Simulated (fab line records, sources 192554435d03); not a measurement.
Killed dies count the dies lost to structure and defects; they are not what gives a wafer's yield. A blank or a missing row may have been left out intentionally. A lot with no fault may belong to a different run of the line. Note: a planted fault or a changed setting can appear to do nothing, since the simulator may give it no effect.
Chamber matching    flow n5Finfet    3 sister chambers for N5_BEOL_M14_ILD_DEP_00 on pecvd-04
The step deposits SiO2 from TEOS/O2, target thk 1119.3 nm, time 237.4 s. 3 wafers are shown with their chamber, then 8 later ones without.

== EACH WAFER AND ITS CHAMBER ==
wafer   chamber  throttleValvePct (%)
L079.6  2        18.1
L085.5  1        18.3
L090.2  0        19.3

== WAFERS WITHOUT THEIR CHAMBER ==
wafer   throttleValvePct (%)
L090.3  17.9
L090.5  18.9
L093.3  18.4
L093.5  18.3
L093.6  18.8
L095.2  17.9
L095.4  19.1
L095.6  17.9

== THE CHAMBER EACH PASSED THROUGH ==
wafer   from the rows above           in truth
L090.3  can't be placed: 2 or 1       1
L090.5  can't be placed: 0 or 1 or 2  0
L093.3  can't be placed: 1 or 2       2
L093.5  can't be placed: 1 or 2       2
L093.6  can't be placed: 0 or 1 or 2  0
L095.2  can't be placed: 2 or 1       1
L095.4  0                             0
L095.6  can't be placed: 2 or 1       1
Correct placement for 1 of the 8. Unplaceable from these rows: 7, with the true chamber sitting among the candidates in 7. Wrongly placed: 0.
How it was worked out, from the rows above alone: a wafer's distance from a chamber is the root of the sum, over the readings, of the square of ((its reading less the chamber's mean) divided by the reading's scatter). If the next closest chamber is less than 2 further off than the closest, the wafer can't be placed; otherwise it belongs to the closest. A chamber's mean is the mean of its shown wafers. The scatter: with one shown wafer a chamber, the root of the mean of the squares of how far each hidden wafer lies from its nearest shown one.
